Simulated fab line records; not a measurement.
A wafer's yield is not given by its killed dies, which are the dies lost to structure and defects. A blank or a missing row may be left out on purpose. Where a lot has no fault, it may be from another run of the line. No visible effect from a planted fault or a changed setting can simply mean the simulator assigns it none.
Matching of chambers | flow n5 finfet | N5_BEOL_M6_DESCUM_16 on rie diel-02 has 4 sister chambers
The step chemistry O2, time 7.9 s. 4 wafers are shown with their chamber, then 12 later ones without.

## WAFERS WITH THEIR CHAMBER
wafer  | chamber | drypump motor current A (A)
L094.5 | 0       | 6.4
L089.3 | 3       | 6.4
L089.5 | 2       | 6.0
L089.6 | 1       | 6.2

## WAFERS WITHOUT THEIR CHAMBER
wafer  | drypump motor current A (A)
L092.2 | 6.0
L092.4 | 6.4
L092.6 | 6.0
L087.1 | 6.4
L087.2 | 6.4
L087.3 | 6.0
L096.1 | 6.3
L096.4 | 6.2
L096.5 | 6.0
L086.3 | 6.4
L086.4 | 6.4
L086.5 | 6.4

## CHAMBER TAKEN BY EACH
wafer  | from the rows above          | in truth
L092.2 | 2                            | 2
L092.4 | can't be placed: 0 or 3      | 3
L092.6 | 2                            | 2
L087.1 | can't be placed: 0 or 3      | 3
L087.2 | can't be placed: 0 or 3      | 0
L087.3 | 2                            | 2
L096.1 | can't be placed: 1 or 0 or 3 | 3
L096.4 | 1                            | 1
L096.5 | 2                            | 2
L086.3 | can't be placed: 0 or 3      | 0
L086.4 | can't be placed: 0 or 3      | 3
L086.5 | can't be placed: 0 or 3      | 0
Correct placement for 5 of the 12. These rows do not allow placing 7 (true chamber among the candidates in 7). Wrongly placed: 0.
How it was worked out, from the rows above alone: a wafer's distance from a chamber is the root of the sum, over the readings, of the square of ((its reading less the chamber's mean) divided by the reading's scatter). If the next closest chamber is less than 2 further off than the closest, the wafer can't be placed; otherwise it belongs to the closest. Each chamber's mean is taken over the wafers shown for it. The scatter: root of mean squared gap, hidden wafer to nearest shown wafer, with one shown wafer a chamber.
